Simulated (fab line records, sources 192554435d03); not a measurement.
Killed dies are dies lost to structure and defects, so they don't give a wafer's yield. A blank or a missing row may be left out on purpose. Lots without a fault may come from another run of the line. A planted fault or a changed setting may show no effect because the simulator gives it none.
Split-lot experiment | flow n5_finfet | 7 lots, 21 wafers read, on a route of 1938 steps

THE SPLIT
At N5_BEOL_M0_SAQP_ETCH_107 (etches SiNx in CH3F/O2, target depth 30 nm), the setting bias_w was moved away from the recipe's 73 W on 6 of the 21 wafers read, by -18.0% to +13.2%. The other wafers ran this setting at the recipe's value.

The reading is taken at the split's own step.

THE READING
rf_vpp_V, in V, at N5_BEOL_M0_SAQP_ETCH_107 (etches SiNx in CH3F/O2, target depth 30 nm). Fault-free wafers of this fab line usually give 294 V, standard deviation 5 V.

wafer  | tool, chamber at the split | bias_w as run, W | against the recipe | rf_vpp_V, V | against lot-mates on the recipe
L076.1 | rie_diel-05, 1             | 73               | recipe             | 298         | -
L076.4 | rie_diel-05, 3             | 73               | recipe             | 289         | -
L076.5 | rie_diel-05, 2             | 82.65            | +13.2%             | 323         | +30
L077.1 | rie_diel-04, 3             | 73               | recipe             | 302         | -
L077.2 | rie_diel-04, 0             | 73               | recipe             | 301         | -
L077.4 | rie_diel-04, 2             | 73               | recipe             | 283         | -
L079.3 | rie_diel-05, 1             | 73               | recipe             | 295         | -
L079.4 | rie_diel-05, 3             | 73               | recipe             | 292         | -
L079.5 | rie_diel-05, 3             | 73               | recipe             | 293         | -
L089.2 | rie_diel-04, 2             | 73               | recipe             | 284         | -
L089.3 | rie_diel-04, 3             | 80.68            | +10.5%             | 325         | +32
L089.6 | rie_diel-04, 0             | 73               | recipe             | 301         | -
L090.1 | rie_diel-04, 3             | 60.55            | -17.1%             | 257         | -44
L090.4 | rie_diel-04, 0             | 73               | recipe             | 301         | -
L090.5 | rie_diel-04, 2             | 60.55            | -17.1%             | 244         | -57
L091.3 | rie_diel-05, 1             | 73               | recipe             | 296         | -
L091.5 | rie_diel-05, 1             | 73               | recipe             | 298         | -
L091.6 | rie_diel-05, 2             | 73               | recipe             | 292         | -
L093.1 | rie_diel-05, 3             | 73               | recipe             | 294         | -
L093.2 | rie_diel-05, 2             | 59.87            | -18.0%             | 249         | -45
L093.3 | rie_diel-05, 1             | 59.87            | -18.0%             | 252         | -42

THE FIT
A straight line over all 21 wafers: rf_vpp_V changes by +2.5 V for each +1% of bias_w; r = +0.97; the points scatter about the line by 5.8 V.
The same after taking each lot's own level away (the mean of its wafers on the recipe; 21 wafers): +2.65 V for each +1%; r = +0.97; scatter 5.9 V.
On that fit, the largest move of bias_w shifts the reading by 48 V.
The lots' own levels span 292.5 to 301.0 V, that is 1.7 times the standard deviation above.
So the lot-to-lot level changes the slope little: the two slopes agree.
Check: with one of the wafers moved furthest among these (-18.0%) left out of the fit, the line predicts -48.6 V for it against its lot-mates. It came out at -45 V against them.
Tool readings at the split's step, against how far the setting was moved: rf_vpp_V r = +0.97.

OTHER SPLITS ON THESE WAFERS
These wafers also went through other splits before the reading. Each is held against what the fit with the lots' levels taken away leaves over:
other split on the same wafers       | wafers away from the commonest value | r with rf_vpp_V (lot level and that fit taken away)
N5_MOL_CONTACT_COAG_COAT_63 spin_rpm | 10                                   | +0.12
N5_BEOL_M0_SAQP_PECVD_96 time_s      | 5                                    | -0.25
N5_BEOL_M0_SAQP_EXPOSE_11 dose_mj    | 10                                   | +0.10

THE WHOLE CHAIN: every reading that the file lists as answering this split, in the file's order
step                     | what it does                               | reading                                                                        | change (the file's fit)               | r (the file's)
N5_BEOL_M0_SAQP_ETCH_107 | etches SiNx in CH3F/O2, target depth 30 nm | rf_vpp_V                                                                       | +2.61 V for each +1% of the setting   | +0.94
N5_BEOL_M0_SAQP_ETCH_107 | etches SiNx in CH3F/O2, target depth 30 nm | BEOL_M0_SAQP.feature_depth_nm (the simulator's own value, which no gauge read) | +0.111 nm for each +1% of the setting | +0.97

THE FILE'S OWN FIT
rf_vpp_V changes by +2.61 V for each +1% of bias_w, r = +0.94.
